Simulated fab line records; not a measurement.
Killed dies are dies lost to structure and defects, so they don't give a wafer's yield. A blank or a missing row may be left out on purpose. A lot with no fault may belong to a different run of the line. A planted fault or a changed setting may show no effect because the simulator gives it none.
fab line records	flow n5-finfet
record: lots: 24	wafers: 72	last-day: 20
route steps=1938 shown MOL_CONTACT_COAG@550 BEOL_M0_SAQP@678
lots that met no fault: from a run of the same line without faults
start-h: the number of hours between the record's first day and the start of the first shown wafer of the lot	wait-h: hours since the lot's step before	" as in the row above	L1.1+2: one row covering several wafers at once	- no value present, or no start provided	* or withheld: withheld	< > ~ a bound
route shown NAME@n: NAME is a module with steps in the file, n the number in the route of the first one	usual: mean and standard deviation over wafers with no fault	same: alike in all rows	chamber/n: place in a boat	sites: each site's reading	_std_site: the standard deviation of these	_edge_site: the outer-site mean with the inner-site mean subtracted	radius-mm: how far each site lies from the wafer's centre	mask NAME#n: copy n	behind: the tool/chamber that last shaped the wafer	hold: cause of the lot's hold/its duration in hours/its outcome	device: which transistor (n, p or np) failed to switch	end of line: the tests these same wafers got at the end of their route	a step without rows: its recipe alone	killed: not the wafer's yield, but the dies lost to structure and defects at the first sort	map: the dies of a wafer, with x for killed, . for not killed, _ for no die there
set.NAME: the setting that was run; set.NAME@STEP: the one run at that earlier step	model.NAME: the simulator's own value behind a step, which no gauge read
the route's steps for a sample of lots (tables are steps, rows are wafers)
services: a tool's chamber out of use, with start hour (start-h, from the record's first day; less than 0 if before it), hours out, and reason
== steps ==
step: N5_MOL_CONTACT_COAG_PRE_CLEAN_142
recipe: gas: H2/He	time-s: 60	temp-c: 300
usual: heater-power-w: 497/54
lot.wafer	tool	chamber	start-h	wait-h	heater-power-w
L074.1	pvd-sputter-02	-	97.93	0.8	574
L074.3	"	-	"	"	553
L074.5	"	-	"	"	544
L075.2	pvd-sputter-01	-	103.81	0.7	431
L075.3	"	-	"	"	453
L075.6	"	-	"	"	490
L076.1	pvd-sputter-01	-	104.88	0.8	448
L076.2	"	-	"	"	561
L076.4	"	-	"	"	436
L077.2	pvd-sputter-02	-	110.87	1.5	523
L077.5	"	-	"	"	517
L077.6	"	-	"	"	514
L078.1	pvd-sputter-01	-	118.46	2.5	426
L078.4	"	-	"	"	443
L078.6	"	-	"	"	459
L079.1	pvd-sputter-02	-	126.04	1.5	565
L079.3	"	-	"	"	508
L079.5	"	-	"	"	535
L080.1	pvd-sputter-03	-	132.11	3.9	564
L080.3	"	-	"	"	458
L080.5	"	-	"	"	577
L081.2	pvd-sputter-03	-	136.39	2.0	442
L081.5	"	-	"	"	444
L081.6	"	-	"	"	427
L082.2	pvd-sputter-02	-	141.12	1.5	574
L082.3	"	-	"	"	515
L082.5	"	-	"	"	542
L083.3	pvd-sputter-03	-	148.98	1.8	563
L083.4	"	-	"	"	444
L083.5	"	-	"	"	444
L084.2	pvd-sputter-03	-	153.06	2.0	587
L084.4	"	-	"	"	462
L084.5	"	-	"	"	595
L085.2	pvd-sputter-01	-	159.56	1.7	475
L085.3	"	-	"	"	455
L085.4	"	-	"	"	559
L086.2	pvd-sputter-01	-	169.07	1.8	422
L086.3	"	-	"	"	555
L086.4	"	-	"	"	443
L087.1	pvd-sputter-03	-	174.65	4.5	569
L087.4	"	-	"	"	459
L087.6	"	-	"	"	441
L088.1	pvd-sputter-01	-	177.30	1.0	495
L088.2	"	-	"	"	439
L088.4	"	-	"	"	546
L089.2	pvd-sputter-01	-	184.49	1.4	570
L089.3	"	-	"	"	425
L089.5	"	-	"	"	487
L090.2	pvd-sputter-03	-	192.15	4.2	450
L090.3	"	-	"	"	561
L090.6	"	-	"	"	575
L091.1	pvd-sputter-02	-	210.66	2.8	506
L091.3	"	-	"	"	506
L091.6	"	-	"	"	584
L092.1	pvd-sputter-02	-	211.02	2.8	579
L092.2	"	-	"	"	505
L092.6	"	-	"	"	548
L093.3	pvd-sputter-03	-	218.18	2.3	468
L093.4	"	-	"	"	443
L093.5	"	-	"	"	566
L094.1	pvd-sputter-01	-	225.37	0.8	443
L094.2	"	-	"	"	483
L094.3	"	-	"	"	430
L095.4	pvd-sputter-03	-	228.25	1.7	456
L095.5	"	-	"	"	414
L095.6	"	-	"	"	450
L096.2	pvd-sputter-01	-	235.69	1.8	547
L096.3	"	-	"	"	482
L096.6	"	-	"	"	485
L097.1	pvd-sputter-01	-	236.17	1.5	561
L097.2	"	-	"	"	440
L097.5	"	-	"	"	551
step: N5_MOL_CONTACT_COAG_ALD_27
recipe: material: SiOC	target-thk-a: 170	temp-c: 400	ald-precursor-family: carbosiloxane	ald-co-reactant: H2-plasma	pulse-time-s: 1.5	time-s: 2720	purge-time-s: 2	co-reactant-purge-time-s: 2	ald-cycles: 340	pressure-torr: 2
usual: heater-power-w: 847/100	precursor-pulse-height-rel: 1.000/0.018
lot.wafer	tool	chamber	start-h	wait-h	heater-power-w	precursor-pulse-height-rel
L074.1	ald-sin-02	2	99.54	0.6	1063	1.001
L074.3	"	1	"	"	855	0.982
L074.5	"	0	"	"	841	0.994
L075.2	ald-sin-04	3	104.87	0.0	842	1.007
L075.3	"	1	"	"	758	0.953
L075.6	"	3	"	"	796	1.023
L076.1	ald-sin-04	1	106.68	0.8	761	1.007
L076.2	"	2	"	"	1009	1.021
L076.4	"	0	"	"	865	1.001
L077.2	ald-sin-03	2	112.11	0.2	803	0.981
L077.5	"	2	"	"	795	0.979
L077.6	"	1	"	"	859	0.989
L078.1	ald-sin-04	3	119.54	0.0	816	0.986
L078.4	"	2	"	"	1043	0.985
L078.6	"	2	"	"	1051	0.999
L079.1	ald-sin-04	1	127.11	0.0	749	0.994
L079.3	"	0	"	"	882	1.001
L079.5	"	0	"	"	863	1.024
L080.1	ald-sin-03	2	133.18	0.0	789	0.982
L080.3	"	3	"	"	779	0.988
L080.5	"	0	"	"	706	1.003
L081.2	ald-sin-03	0	137.46	0.0	715	1.010
L081.5	"	1	"	"	840	1.029
L081.6	"	0	"	"	704	0.976
L082.2	ald-sin-02	2	142.19	0.0	1081	1.031
L082.3	"	0	"	"	852	0.997
L082.5	"	0	"	"	833	1.012
L083.3	ald-sin-02	0	150.08	0.0	829	0.994
L083.4	"	1	"	"	842	1.002
L083.5	"	2	"	"	1074	0.977
L084.2	ald-sin-03	0	154.13	0.0	688	0.996
L084.4	"	2	"	"	811	0.994
L084.5	"	2	"	"	809	0.984
L085.2	ald-sin-02	2	160.69	0.1	1069	1.029
L085.3	"	3	"	"	838	0.987
L085.4	"	2	"	"	1071	1.029
L086.2	ald-sin-02	1	170.13	0.0	860	1.003
L086.3	"	2	"	"	1105	0.998
L086.4	"	0	"	"	870	1.039
L087.1	ald-sin-03	0	175.71	0.0	701	1.000
L087.4	"	2	"	"	804	1.006
L087.6	"	0	"	"	712	1.003
L088.1	ald-sin-02	1	178.45	0.0	850	0.979
L088.2	"	3	"	"	840	1.013
L088.4	"	0	"	"	861	0.989
L089.2	ald-sin-03	1	186.16	0.6	844	0.962
L089.3	"	0	"	"	712	1.002
L089.5	"	0	"	"	714	1.008
L090.2	ald-sin-04	2	193.22	0.0	1053	1.002
L090.3	"	0	"	"	829	1.018
L090.6	"	3	"	"	778	1.009
L091.1	ald-sin-04	2	212.91	1.2	1033	0.972
L091.3	"	3	"	"	774	0.986
L091.6	"	3	"	"	773	1.019
L092.1	ald-sin-03	1	213.69	1.6	850	0.990
L092.2	"	0	"	"	691	0.989
L092.6	"	2	"	"	791	1.000
L093.3	ald-sin-04	1	219.69	0.5	769	1.000
L093.4	"	2	"	"	1028	0.997
L093.5	"	3	"	"	794	0.994
L094.1	ald-sin-04	1	226.50	0.1	748	1.060
L094.2	"	2	"	"	1001	0.977
L094.3	"	3	"	"	798	0.991
L095.4	ald-sin-04	2	229.34	0.0	1029	0.986
L095.5	"	0	"	"	832	0.977
L095.6	"	3	"	"	779	1.002
L096.2	ald-sin-04	2	236.90	0.0	1039	1.033
L096.3	"	3	"	"	798	1.041
L096.6	"	0	"	"	832	0.997
L097.1	ald-sin-02	1	237.24	0.0	847	1.006
L097.2	"	2	"	"	1086	1.012
L097.5	"	1	"	"	868	0.997
step: N5_MOL_CONTACT_COAG_CD_MEAS_40
recipe: target-cd-nm: 25.1	landing-energy-ev: 500	detector: se-inlens	polarity: opening
usual: cd-nm: 25.12/0.21
lot.wafer	tool	chamber	start-h	wait-h	cd-nm
L074.1	cd-sem-01	0	104.03	-	25.34
L074.3	"	0	"	"	25.31
L074.5	"	0	"	"	25.02
L075.2	cd-sem-02	0	110.15	-	25.09
L075.3	"	0	"	"	25.22
L075.6	"	0	"	"	25.33
L076.1	cd-sem-01	0	110.90	-	25.09
L076.2	"	0	"	"	24.60
L076.4	"	0	"	"	25.29
L077.2	cd-sem-02	0	116.68	-	24.83
L077.5	"	0	"	"	25.04
L077.6	"	0	"	"	25.33
L078.1	cd-sem-01	0	123.66	-	24.94
L078.4	"	0	"	"	25.17
L078.6	"	0	"	"	24.95
L079.1	cd-sem-01	0	131.42	-	25.22
L079.3	"	0	"	"	24.95
L079.5	"	0	"	"	24.57
L080.1	cd-sem-01	0	137.17	-	25.18
L080.3	"	0	"	"	24.85
L080.5	"	0	"	"	25.00
L081.2	cd-sem-02	0	142.14	-	25.21
L081.5	"	0	"	"	25.47
L081.6	"	0	"	"	24.75
L082.2	cd-sem-01	0	146.81	-	25.27
L082.3	"	0	"	"	25.04
L082.5	"	0	"	"	25.51
L083.3	cd-sem-02	0	154.89	-	25.64
L083.4	"	0	"	"	25.57
L083.5	"	0	"	"	25.31
L084.2	cd-sem-01	0	158.28	-	25.08
L084.4	"	0	"	"	25.09
L084.5	"	0	"	"	25.05
L085.2	cd-sem-03	0	164.80	-	25.05
L085.3	"	0	"	"	25.25
L085.4	"	0	"	"	25.10
L086.2	cd-sem-02	0	174.38	-	25.09
L086.3	"	0	"	"	25.12
L086.4	"	0	"	"	25.27
L087.1	cd-sem-03	0	181.19	-	25.50
L087.4	"	0	"	"	25.00
L087.6	"	0	"	"	25.14
L088.1	cd-sem-01	0	182.77	-	25.09
L088.2	"	0	"	"	25.17
L088.4	"	0	"	"	25.01
L089.2	cd-sem-02	0	199.12	-	25.04
L089.3	"	0	"	"	25.03
L089.5	"	0	"	"	25.26
L090.2	cd-sem-02	0	200.11	-	25.28
L090.3	"	0	"	"	25.32
L090.6	"	0	"	"	25.05
L091.1	cd-sem-02	0	218.38	-	25.33
L091.3	"	0	"	"	25.59
L091.6	"	0	"	"	24.97
L092.1	cd-sem-01	0	218.81	-	25.07
L092.2	"	0	"	"	25.29
L092.6	"	0	"	"	25.18
L093.3	cd-sem-01	0	223.71	-	24.92
L093.4	"	0	"	"	24.88
L093.5	"	0	"	"	24.97
L094.1	cd-sem-02	0	230.62	-	24.98
L094.2	"	0	"	"	25.37
L094.3	"	0	"	"	25.37
L095.4	cd-sem-03	0	234.02	-	25.15
L095.5	"	0	"	"	25.17
L095.6	"	0	"	"	25.03
L096.2	cd-sem-01	0	241.36	-	24.75
L096.3	"	0	"	"	25.11
L096.6	"	0	"	"	25.04
L097.1	cd-sem-02	0	242.09	-	25.03
L097.2	"	0	"	"	25.18
L097.5	"	0	"	"	25.04
step: N5_MOL_CONTACT_COAG_ETCH_65
recipe: chemistry: N2/H2	target: underlayer	target-depth-a: 130	mask-material: CAR-EUV	time-s: 10.4	ion-energy-ev: 200	pressure-mtorr: 30	source-w: 840	bias-w: 150	n2-flow-sccm: 200	h2-flow-sccm: 200	ends: cleared
usual: drypump-motor-current-A: 5.9/0.47	etch-rf-on-time-s: 10.40/0.12	oes-product-au: 0.67/0.065	rf-vpp-V: 524.4/2	showerhead-plenum-p-Torr: 2.56/0.071	throttle-valve-pct: 17.96/0.16
lot.wafer	tool	chamber	start-h	wait-h	drypump-motor-current-A	etch-rf-on-time-s	oes-product-au	rf-hours-counter-h	rf-vpp-V	showerhead-plenum-p-Torr	throttle-valve-pct
L074.1	rie-diel-01	0	104.19	0.0	6.5	10.33	0.78	24	521.4	2.50	17.73
L074.3	"	1	"	"	5.6	10.29	0.67	140	522.6	2.55	18.05
L074.5	"	1	"	"	5.6	10.31	0.67	-	524.4	2.55	18.05
L075.2	rie-diel-04	0	110.31	0.0	6.2	10.54	0.59	231	525.2	2.62	17.96
L075.3	"	2	"	"	5.6	10.41	0.62	156	524.9	2.54	18.14
L075.6	"	0	"	"	6.2	10.46	0.59	-	525.8	2.62	17.96
L076.1	rie-diel-01	0	111.06	0.0	6.5	10.33	0.78	27	523.2	2.49	17.73
L076.2	"	2	"	"	5.0	10.38	0.60	218	526.0	2.61	17.72
L076.4	"	1	"	"	5.6	10.25	0.67	143	522.6	2.55	18.04
L077.2	rie-diel-01	1	116.84	0.0	5.6	10.22	0.67	145	523.7	2.55	18.05
L077.5	"	3	"	"	5.2	10.22	0.68	-	523.9	2.57	18.13
L077.6	"	0	"	"	6.5	10.28	0.77	-	522.0	2.49	17.72
L078.1	rie-diel-05	1	123.82	0.0	6.6	10.24	0.68	127	523.7	2.56	17.77
L078.4	"	2	"	"	6.0	10.26	0.64	185	526.4	2.63	18.10
L078.6	"	3	"	"	6.0	10.23	0.72	-	522.5	2.46	17.93
L079.1	rie-diel-01	2	131.58	0.0	5.0	10.38	0.60	226	527.5	2.61	17.73
L079.3	"	0	"	"	6.5	10.30	0.76	34	522.1	2.49	17.72
L079.5	"	2	"	"	5.0	10.46	0.60	-	526.3	2.61	17.74
L080.1	rie-diel-04	3	137.46	0.0	5.5	10.25	0.83	3	526.1	2.61	17.75
L080.3	"	2	"	"	5.6	10.41	0.62	166	522.9	2.53	18.14
L080.5	"	0	"	"	6.2	10.52	0.59	-	526.3	2.61	17.98
L081.2	rie-diel-04	3	142.77	0.0	5.6	10.40	0.82	5	524.9	2.61	17.76
L081.5	"	2	"	"	5.6	10.58	0.61	-	522.7	2.53	18.15
L081.6	"	1	"	"	6.3	10.56	0.58	-	522.5	2.50	18.02
L082.2	rie-diel-01	0	147.40	0.0	6.5	10.36	0.76	42	522.2	2.49	17.76
L082.3	"	3	"	"	5.2	10.31	0.67	115	522.7	2.57	18.14
L082.5	"	0	"	"	6.5	10.40	0.75	-	522.2	2.49	17.74
L083.3	rie-diel-05	0	155.04	0.0	5.7	10.56	0.71	64	526.4	2.69	17.98
L083.4	"	0	"	"	5.7	10.51	0.71	-	527.8	2.69	17.99
L083.5	"	1	"	"	6.6	10.44	0.67	-	524.3	2.56	17.80
L084.2	rie-diel-04	0	158.44	0.0	6.2	10.58	0.58	250	525.2	2.61	17.99
L084.4	"	3	"	"	5.5	10.28	0.81	-	525.7	2.61	17.77
L084.5	"	1	"	"	6.2	10.50	0.58	-	522.3	2.50	18.03
L085.2	rie-diel-05	0	164.96	0.0	5.7	10.49	0.71	67	529.2	2.69	17.99
L085.3	"	2	"	"	6.1	10.36	0.63	189	526.4	2.63	18.13
L085.4	"	1	"	"	6.6	10.40	0.67	136	524.0	2.55	17.82
L086.2	rie-diel-04	1	174.82	0.0	6.2	10.47	0.58	257	522.8	2.50	18.06
L086.3	"	3	"	"	5.5	10.41	0.79	17	525.7	2.60	17.78
L086.4	"	3	"	"	5.5	10.37	0.79	-	526.2	2.60	17.77
L087.1	rie-diel-05	2	181.35	0.0	6.1	10.49	0.62	195	525.4	2.63	18.12
L087.4	"	0	"	"	5.7	10.59	0.69	-	528.5	2.69	17.99
L087.6	"	2	"	"	6.1	10.45	0.63	-	527.6	2.63	18.13
L088.1	rie-diel-05	1	183.16	0.0	6.6	10.52	0.66	139	523.9	2.55	17.81
L088.2	"	0	"	"	5.7	10.65	0.70	74	528.4	2.69	18.01
L088.4	"	2	"	"	6.1	10.48	0.62	196	527.1	2.63	18.15
L089.2	rie-diel-05	0	199.27	0.0	5.7	10.54	0.69	79	526.6	2.69	18.02
L089.3	"	2	"	"	6.1	10.32	0.62	201	526.9	2.63	18.16
L089.5	"	2	"	"	6.0	10.38	0.62	-	526.5	2.63	18.15
L090.2	rie-diel-01	1	200.41	0.0	5.7	10.31	0.64	175	522.3	2.53	18.11
L090.3	"	2	"	"	5.0	10.31	0.58	250	526.3	2.60	17.76
L090.6	"	2	"	"	5.0	10.55	0.58	-	525.8	2.60	17.77
L091.1	rie-diel-04	2	218.54	0.0	5.5	10.52	0.60	197	523.3	2.52	18.21
L091.3	"	3	"	"	5.5	10.22	0.77	34	524.6	2.60	17.82
L091.6	"	3	"	"	5.5	10.22	0.77	-	524.9	2.60	17.82
L092.1	rie-diel-05	3	219.39	0.0	6.0	10.45	0.69	104	521.9	2.45	17.97
L092.2	"	1	"	"	6.6	10.39	0.66	150	525.1	2.55	17.84
L092.6	"	1	"	"	6.6	10.38	0.66	-	524.2	2.55	17.84
L093.3	rie-diel-01	0	223.87	0.0	6.5	10.57	0.72	68	522.6	2.48	17.80
L093.4	"	0	"	"	6.5	10.42	0.71	-	520.6	2.48	17.79
L093.5	"	3	"	"	5.2	10.36	0.64	-	523.5	2.56	18.19
L094.1	rie-diel-05	3	230.77	0.0	6.0	10.41	0.68	108	521.5	2.45	17.99
L094.2	"	1	"	"	6.6	10.49	0.65	155	524.5	2.55	17.82
L094.3	"	2	"	"	6.0	10.40	0.61	212	527.0	2.62	18.17
L095.4	rie-diel-04	1	234.18	0.0	6.2	10.37	0.80	7	522.5	2.49	17.59
L095.5	"	3	"	"	5.5	10.36	0.75	-	524.0	2.60	17.82
L095.6	"	0	"	"	6.2	10.46	0.78	-	525.2	2.60	17.59
L096.2	rie-diel-05	2	241.97	0.0	6.1	10.39	0.61	215	526.3	2.62	18.17
L096.3	"	0	"	"	5.7	10.54	0.67	94	527.4	2.68	18.03
L096.6	"	2	"	"	6.1	10.38	0.61	-	525.9	2.62	18.18
L097.1	rie-diel-05	1	243.10	0.0	6.6	10.40	0.65	158	524.5	2.54	17.86
L097.2	"	2	"	"	6.0	10.32	0.61	215	525.6	2.62	18.17
L097.5	"	3	"	"	6.0	10.33	0.68	-	521.7	2.45	17.99
step: N5_BEOL_M0_SAQP_MANDREL2_REMOVE_110
recipe: chemistry: HBr/Cl2/O2	bt-time-s: 10	target: a-Si	stop-on: SiCN	endpoint: OES-SiCl	over-etch-frac: 1	icp-w: 600	bias-w: 30	HBr_flow_sccm: 150	Cl2_flow_sccm: 80	O2_flow_sccm: 5	pressure-mtorr: 10
usual: drypump-motor-current-A: 5.9/0.44	oes-product-au: 0.999/0.021	throttle-valve-pct: 36.64/0.29
lot.wafer	tool	chamber	start-h	wait-h	drypump-motor-current-A	oes-product-au	rf-hours-counter-h	throttle-valve-pct
L074.1	rie-si-03	2	115.67	0.1	5.8	0.975	124	36.34
L074.3	"	1	"	"	6.7	0.998	141	36.65
L074.5	"	2	"	"	5.8	0.975	-	36.32
L075.2	rie-si-01	3	121.05	0.1	5.9	1.012	19	36.67
L075.3	"	2	"	"	6.4	0.989	4	36.47
L075.6	"	0	"	"	6.2	1.043	-	37.08
L076.1	rie-si-06	0	123.94	0.1	5.8	0.979	12	36.48
L076.2	"	1	"	"	5.7	1.030	179	36.86
L076.4	"	2	"	"	5.0	1.009	158	36.21
L077.2	rie-si-01	3	126.88	0.1	5.9	1.013	20	36.67
L077.5	"	3	"	"	5.9	1.011	-	36.66
L077.6	"	0	"	"	6.2	1.032	-	37.08
L078.1	rie-si-06	1	136.97	0.1	5.7	1.039	179	36.86
L078.4	"	3	"	"	6.0	0.987	182	37.08
L078.6	"	3	"	"	6.0	0.977	-	37.06
L079.1	rie-si-03	2	143.24	0.1	5.8	0.993	124	36.33
L079.3	"	0	"	"	5.0	0.997	56	36.60
L079.5	"	3	"	"	5.5	0.987	-	36.66
L080.1	rie-si-01	0	149.16	0.1	6.2	1.041	37	37.09
L080.3	"	1	"	"	6.0	0.971	7	36.32
L080.5	"	0	"	"	6.2	1.040	-	37.07
L081.2	rie-si-01	1	153.52	0.1	6.1	0.976	7	36.32
L081.5	"	1	"	"	6.1	0.961	-	36.34
L081.6	"	2	"	"	6.4	0.998	-	36.46
L082.2	rie-si-01	1	158.47	0.1	6.0	0.987	7	36.32
L082.3	"	0	"	"	6.2	1.038	37	37.09
L082.5	"	1	"	"	6.1	0.978	-	36.32
L083.3	rie-si-01	3	165.00	0.1	5.9	1.001	20	36.66
L083.4	"	0	"	"	6.2	1.031	37	37.08
L083.5	"	3	"	"	5.9	0.996	-	36.68
L084.2	rie-si-01	1	169.58	0.1	6.1	0.980	7	36.34
L084.4	"	3	"	"	5.9	0.998	20	36.66
L084.5	"	3	"	"	5.9	1.010	-	36.67
L085.2	rie-si-01	0	179.64	0.1	6.2	1.041	37	37.09
L085.3	"	1	"	"	6.0	0.973	7	36.33
L085.4	"	3	"	"	5.9	0.988	21	36.66
L086.2	rie-si-01	2	185.58	0.1	6.4	0.984	6	36.45
L086.3	"	1	"	"	6.1	0.970	8	36.34
L086.4	"	3	"	"	5.9	0.992	21	36.67
L087.1	rie-si-03	0	192.29	0.1	5.0	0.984	57	36.60
L087.4	"	0	"	"	5.0	0.984	-	36.62
L087.6	"	3	"	"	5.5	0.981	-	36.65
L088.1	rie-si-01	2	196.40	0.1	6.5	0.993	6	36.46
L088.2	"	0	"	"	6.2	1.039	37	37.07
L088.4	"	3	"	"	5.9	1.001	21	36.67
L089.2	rie-si-06	3	209.38	0.1	6.0	0.983	184	37.07
L089.3	"	2	"	"	5.0	1.015	159	36.21
L089.5	"	2	"	"	5.0	1.014	-	36.21
L090.2	rie-si-06	2	215.92	0.1	5.0	1.013	159	36.19
L090.3	"	0	"	"	5.8	0.975	13	36.47
L090.6	"	3	"	"	6.0	0.975	-	37.07
L091.1	rie-si-06	2	228.75	0.1	5.0	1.010	159	36.21
L091.3	"	0	"	"	5.9	0.989	13	36.47
L091.6	"	1	"	"	5.7	1.037	-	36.87
L092.1	rie-si-06	0	233.69	0.1	5.8	0.987	13	36.48
L092.2	"	2	"	"	5.0	1.024	160	36.20
L092.6	"	3	"	"	6.0	0.979	-	37.06
L093.3	rie-si-06	3	237.68	0.1	6.0	0.994	184	37.07
L093.4	"	0	"	"	5.8	0.999	14	36.48
L093.5	"	0	"	"	5.8	0.991	-	36.49
L094.1	rie-si-06	1	240.62	0.1	5.6	1.038	181	36.87
L094.2	"	3	"	"	6.0	0.988	184	37.06
L094.3	"	2	"	"	5.0	1.019	160	36.19
L095.4	rie-si-03	0	243.66	0.0	5.0	0.997	58	36.61
L095.5	"	2	"	"	5.8	0.976	-	36.34
L095.6	"	3	"	"	5.5	0.985	-	36.67
L096.2	rie-si-03	2	251.91	0.1	5.8	0.968	126	36.34
L096.3	"	3	"	"	5.5	0.972	98	36.67
L096.6	"	2	"	"	5.8	0.974	-	36.33
L097.1	rie-si-06	0	255.41	0.1	5.8	0.987	14	36.47
L097.2	"	1	"	"	5.6	1.034	182	36.85
L097.5	"	3	"	"	6.0	0.985	-	37.07
step: N5_BEOL_M0_SAQP_ETCH_49
recipe: chemistry: CF4/O2	target-depth-a: 370	target: SiO2	pressure-mtorr: 40	source-w: 535	bias-w: 49	Ar_flow_sccm: 100	cf4-flow-sccm: 100	O2_flow_sccm: 10	ion-energy-ev: 100
usual: drypump-motor-current-A: 5.6/0.47	oes-product-au: 0.82/0.097	rf-vpp-V: 240.6/2.4	showerhead-plenum-p-Torr: 2.22/0.079	throttle-valve-pct: 15.84/0.24
lot.wafer	tool	chamber	start-h	wait-h	drypump-motor-current-A	oes-product-au	rf-hours-counter-h	rf-vpp-V	showerhead-plenum-p-Torr	throttle-valve-pct
L074.1	rie-diel-02	2	117.15	0.3	6.0	0.76	145	240.5	2.30	15.92
L074.3	"	1	"	"	6.3	0.96	5	240.4	2.26	15.52
L074.5	"	1	"	"	6.3	0.96	-	239.3	2.26	15.52
L075.2	rie-diel-03	0	122.66	0.5	4.7	0.88	25	241.0	2.17	15.62
L075.3	"	1	"	"	6.1	0.73	203	243.4	2.27	15.93
L075.6	"	2	"	"	5.3	0.71	-	239.3	2.09	16.06
L076.1	rie-diel-02	2	125.54	0.3	6.0	0.74	148	242.6	2.30	15.92
L076.2	"	0	"	"	5.6	0.98	3	238.3	2.17	15.61
L076.4	"	3	"	"	5.8	0.80	75	238.4	2.15	16.15
L077.2	rie-diel-02	3	128.36	0.3	5.8	0.80	76	237.7	2.15	16.14
L077.5	"	3	"	"	5.8	0.81	-	238.0	2.15	16.14
L077.6	"	2	"	"	6.0	0.75	-	240.6	2.30	15.94
L078.1	rie-diel-03	1	138.71	0.5	6.0	0.73	208	243.4	2.27	15.95
L078.4	"	2	"	"	5.3	0.71	226	240.0	2.09	16.06
L078.6	"	0	"	"	4.7	0.87	-	242.0	2.17	15.62
L079.1	rie-diel-03	2	144.71	0.3	5.3	0.71	228	240.0	2.09	16.06
L079.3	"	3	"	"	5.5	0.97	4	244.2	2.34	15.59
L079.5	"	3	"	"	5.5	0.97	-	243.8	2.34	15.57
L080.1	rie-diel-06	3	150.63	0.3	5.4	0.69	196	240.8	2.19	16.14
L080.3	"	1	"	"	5.6	0.71	205	243.2	2.28	16.24
L080.5	"	1	"	"	5.6	0.71	-	244.1	2.28	16.26
L081.2	rie-diel-02	1	155.06	0.3	6.3	0.93	16	239.7	2.25	15.54
L081.5	"	1	"	"	6.3	0.93	-	239.3	2.25	15.54
L081.6	"	2	"	"	6.0	0.75	-	240.8	2.30	15.94
L082.2	rie-diel-02	2	160.81	0.4	6.0	0.75	157	242.0	2.30	15.96
L082.3	"	0	"	"	5.6	0.95	13	237.3	2.17	15.63
L082.5	"	1	"	"	6.3	0.92	-	240.8	2.25	15.54
L083.3	rie-diel-02	3	166.71	0.3	5.8	0.79	86	238.5	2.14	16.17
L083.4	"	1	"	"	6.3	0.91	20	240.4	2.25	15.55
L083.5	"	2	"	"	6.0	0.74	-	241.7	2.30	15.94
L084.2	rie-diel-03	1	170.93	0.3	6.1	0.72	216	243.8	2.27	15.95
L084.4	"	3	"	"	5.5	0.94	12	244.1	2.34	15.58
L084.5	"	3	"	"	5.5	0.94	-	244.9	2.34	15.59
L085.2	rie-diel-03	2	181.18	0.4	5.3	0.70	237	240.0	2.08	16.08
L085.3	"	3	"	"	5.5	0.92	14	243.3	2.34	15.60
L085.4	"	0	"	"	4.8	0.84	41	239.5	2.17	15.64
L086.2	rie-diel-03	2	187.26	0.3	5.3	0.70	239	240.2	2.08	16.10
L086.3	"	1	"	"	6.0	0.71	221	244.6	2.27	15.98
L086.4	"	0	"	"	4.7	0.84	44	239.1	2.17	15.64
L087.1	rie-diel-02	3	193.76	0.3	5.8	0.79	92	237.5	2.14	16.18
L087.4	"	2	"	"	6.0	0.74	167	240.5	2.29	15.96
L087.6	"	1	"	"	6.3	0.90	-	240.0	2.25	15.57
L088.1	rie-diel-03	2	197.87	0.3	5.3	0.70	242	239.5	2.08	16.10
L088.2	"	3	"	"	5.5	0.91	18	242.9	2.34	15.59
L088.4	"	1	"	"	6.0	0.71	223	243.1	2.26	15.98
L089.2	rie-diel-03	1	210.73	0.3	6.0	0.71	227	245.0	2.26	15.98
L089.3	"	3	"	"	5.5	0.92	21	244.1	2.34	15.60
L089.5	"	1	"	"	6.0	0.71	-	244.1	2.26	15.98
L090.2	rie-diel-03	0	217.57	0.5	4.8	0.83	51	239.7	2.16	15.68
L090.3	"	3	"	"	5.5	0.91	23	244.3	2.34	15.61
L090.6	"	3	"	"	5.5	0.91	-	243.0	2.34	15.60
L091.1	rie-diel-06	1	230.18	0.3	5.6	0.70	225	243.9	2.27	16.29
L091.3	"	0	"	"	5.2	0.92	23	238.4	2.17	15.65
L091.6	"	1	"	"	5.6	0.70	-	244.0	2.27	16.28
L092.1	rie-diel-03	0	235.35	0.3	4.8	0.82	57	240.2	2.16	15.67
L092.2	"	3	"	"	5.5	0.90	30	243.3	2.33	15.62
L092.6	"	0	"	"	4.7	0.83	-	240.1	2.16	15.66
L093.3	rie-diel-06	3	239.91	0.3	5.5	0.69	217	241.2	2.19	16.19
L093.4	"	1	"	"	5.6	0.70	227	243.8	2.27	16.29
L093.5	"	3	"	"	5.4	0.69	-	239.7	2.19	16.18
L094.1	rie-diel-03	0	242.10	0.3	4.7	0.83	61	241.1	2.16	15.67
L094.2	"	3	"	"	5.5	0.90	33	244.9	2.33	15.61
L094.3	"	1	"	"	6.0	0.71	238	242.7	2.26	15.99
L095.4	rie-diel-02	3	245.23	0.4	5.8	0.77	-	238.8	2.14	16.22
L095.5	"	2	"	"	6.0	0.71	-	242.3	2.29	15.99
L095.6	"	0	"	"	5.6	0.89	-	237.2	2.16	15.68
L096.2	rie-diel-02	0	253.44	0.3	5.6	0.88	45	236.9	2.15	15.69
L096.3	"	2	"	"	6.0	0.72	187	242.1	2.29	16.00
L096.6	"	0	"	"	5.6	0.88	-	238.0	2.15	15.69
L097.1	rie-diel-06	1	257.59	0.3	5.6	0.69	231	243.2	2.27	16.29
L097.2	"	0	"	"	5.2	0.90	30	238.3	2.17	15.64
L097.5	"	3	"	"	5.4	0.67	-	239.4	2.18	16.18
== services ==
tool	chamber	start-h	hours	kind
rie-si-06	1	78.48	1.5	repair
ald-sin-02	-	85.54	14.0	pm
rie-si-01	-	88.11	0.8	repair
pvd-sputter-03	-	90.37	24.8	repair
rie-diel-03	1	92.93	14.9	repair
rie-diel-04	-	119.54	2.3	repair
ald-sin-02	1	121.26	3.1	repair
rie-diel-05	-	132.88	14.6	pm
rie-diel-03	1	145.19	1.6	repair
ald-sin-02	1	154.93	13.9	repair
rie-diel-05	1	173.90	8.8	repair
rie-diel-04	1	176.16	8.1	repair
rie-diel-03	-	177.21	0.8	repair
ald-sin-04	-	178.82	14.0	pm
rie-si-01	3	180.49	1.5	repair
rie-diel-01	0	182.28	1.9	repair
ald-sin-02	3	182.80	13.9	repair
rie-si-01	0	188.76	7.2	repair
rie-si-01	2	200.85	7.7	repair
rie-diel-02	2	214.00	6.4	repair
rie-diel-02	1	219.30	40.8	repair
rie-diel-05	-	236.95	2.4	repair
rie-si-01	3	238.06	2.9	repair
rie-si-01	3	251.86	2.6	repair
== key ==
fault none
